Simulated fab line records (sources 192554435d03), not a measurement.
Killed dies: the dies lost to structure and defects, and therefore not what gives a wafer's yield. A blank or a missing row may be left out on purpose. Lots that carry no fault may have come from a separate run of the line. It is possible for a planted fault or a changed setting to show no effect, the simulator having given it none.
Which tool was responsible? || flow n5_finfet || 6 lots, 18 wafers sampled, at 1 step of a route of 1938

== WHAT THE GAUGES SHOWED, per wafer ==
N5_ILD0_THK_MEAS_13.
{"lot": "L968", "measured": "day 3 23:54", "on": "film_metro-02", "thk_nm (nm)": "16.8 16.4 16.6"}
{"lot": "L977", "measured": "day 6 06:28", "on": "film_metro-01", "thk_nm (nm)": "19.7 17.9 19.0"}
{"lot": "L982", "measured": "day 7 13:49", "on": "film_metro-02", "thk_nm (nm)": "17.9 18.3 16.9"}
{"lot": "L984", "measured": "day 8 01:52", "on": "film_metro-01", "thk_nm (nm)": "17.9 17.9 17.6"}
{"lot": "L988", "measured": "day 9 01:23", "on": "film_metro-01", "thk_nm (nm)": "17.9 18.1 18.1"}
{"lot": "L990", "measured": "day 10 06:43", "on": "film_metro-01", "thk_nm (nm)": "18.3 19.0 17.3"}

== TOOL THAT RAN EACH LOT (tool first, then ch and the chambers of the sampled wafers, then the start) ==
Record: no process step prior to these readings.

== THE ANSWER, worked out from the rows above alone ==
Rule: usual is defined by the lots themselves. The widest of any qualifying gaps counts: lots, ordered by their means at a reading, are off when they make up no more than a third of the lots, leave a main group of 4 or more, and stand apart from it by 3 or more times the standard deviation of that group's means. A main group whose means are all the same, to the digits that the tables above print for the reading, isn't used. Also off: a lot with no number at a reading for which 4 or more lots have one. The other lots that the step has rows for count as sound.
No lot is off at any reading shown: from this, nothing can be told.

== WHAT HAD BEEN PUT IN BY THE SIMULATOR ==
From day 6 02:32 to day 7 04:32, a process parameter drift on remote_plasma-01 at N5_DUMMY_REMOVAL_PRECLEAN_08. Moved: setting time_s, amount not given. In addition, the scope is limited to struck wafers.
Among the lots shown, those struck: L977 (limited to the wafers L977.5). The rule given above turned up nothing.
